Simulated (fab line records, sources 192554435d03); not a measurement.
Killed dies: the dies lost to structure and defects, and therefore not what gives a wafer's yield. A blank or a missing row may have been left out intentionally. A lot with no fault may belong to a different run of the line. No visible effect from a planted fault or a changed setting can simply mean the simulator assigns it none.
Split-lot trial	flow n5 finfet	on a route of 1938 steps: 7 lots, 21 wafers read

== SPLIT DETAILS ==
At N5_MIM_BOT_ETCH_ETCH_04 (etches SiNx in CF4/O2, target depth 26 nm, time 13 s), the setting time s was moved away from the recipe's 13 s on 7 of the 21 wafers read, by -21.9% to +22.5%. For the rest of the wafers, this setting stayed at what the recipe calls for.

The reading is taken at the split's own step.

== THE READING ==
etch.depth nm (the simulator's own value, which no gauge read), in nm, at N5_MIM_BOT_ETCH_ETCH_04 (etches SiNx in CF4/O2, target depth 26 nm, time 13 s). The file does not state a usual value for it. The 14 wafers here that ran the recipe average 26.15 nm, standard deviation 0.76 nm.

wafer	tool, chamber at the split	time s as run, s	against the recipe	etch.depth nm, nm	against lot-mates on the recipe
L074.1	rie diel-05, 0	13	recipe	26.01	-
L074.2	rie diel-05, 2	13	recipe	25.08	-
L074.5	rie diel-05, 1	13	recipe	25.93	-
L079.3	rie diel-01, 2	10.54	-18.9%	21.5	no lot-mate on the recipe
L079.4	rie diel-01, 0	10.54	-18.9%	20.92	no lot-mate on the recipe
L079.5	rie diel-01, 1	10.54	-18.9%	21.47	no lot-mate on the recipe
L081.1	rie diel-04, 2	11.02	-15.2%	21.95	-4.82
L081.2	rie diel-04, 0	13	recipe	26.77	-
L081.3	rie diel-04, 3	11.02	-15.2%	23.81	-2.96
L080.3	rie diel-05, 3	10.15	-21.9%	20.66	-5.11
L080.5	rie diel-05, 2	13	recipe	25.45	-
L080.6	rie diel-05, 1	13	recipe	26.1	-
L089.1	rie diel-01, 1	13	recipe	26.17	-
L089.2	rie diel-01, 2	13	recipe	26.94	-
L089.6	rie diel-01, 2	13	recipe	27.03	-
L092.2	rie diel-05, 2	13	recipe	25.09	-
L092.4	rie diel-05, 1	13	recipe	25.72	-
L092.5	rie diel-05, 1	13	recipe	26.06	-
L094.1	rie diel-04, 3	13	recipe	27.92	-
L094.3	rie diel-04, 0	15.92	+22.5%	33.05	+6.18
L094.6	rie diel-04, 2	13	recipe	25.81	-

THE FIT
A straight line over all 21 wafers: etch.depth nm changes by +0.263 nm for each +1% of time s; r = +0.96; the points scatter about the line by 0.79 nm.
The same after taking each lot's own level away (the mean of its wafers on the recipe; 18 wafers): +0.256 nm for each +1%; r = +0.97; scatter 0.61 nm.
Per that fit: largest time s move, reading shift of 5.8 nm.
From 25.623 to 26.865 nm: that is the span of the lots' own levels, equal to 1.6 times the standard deviation above.
The two slopes agree, so the slope changes little with the lot-to-lot level.
Check: with one of the wafers moved furthest among these (+22.5%) left out of the fit, the line predicts +5.47 nm for it against its lot-mates. Against them it came out at +6.18 nm.

== FURTHER SPLITS ON THESE WAFERS ==
Other splits were also applied to these wafers ahead of the reading. Each is held against what the fit with the lots' levels taken away leaves over:
other split on the same wafers	wafers away from the commonest value	r with etch.depth nm (lot level and that fit taken away)
N5_BEOL_M13_COAT_66 spin rpm	10	+0.25
N5_BEOL_M14_EXPOSE_25 dose mj	10	+0.15
N5_BEOL_M14_DEVELOP_27 develop time s	7	+0.34
N5_BEOL_M15_PEB_26 peb temp c	12	+0.12
N5_BEOL_M15_TRENCH_ETCH_34 bias w	10	+0.00
N5_MIM_BOT_LITHO_EXPOSE_05 dose mj	9	+0.08

== THE FILE'S OWN FIT ==
etch.depth nm changes by +0.255 nm for each +1% of time s, r = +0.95.
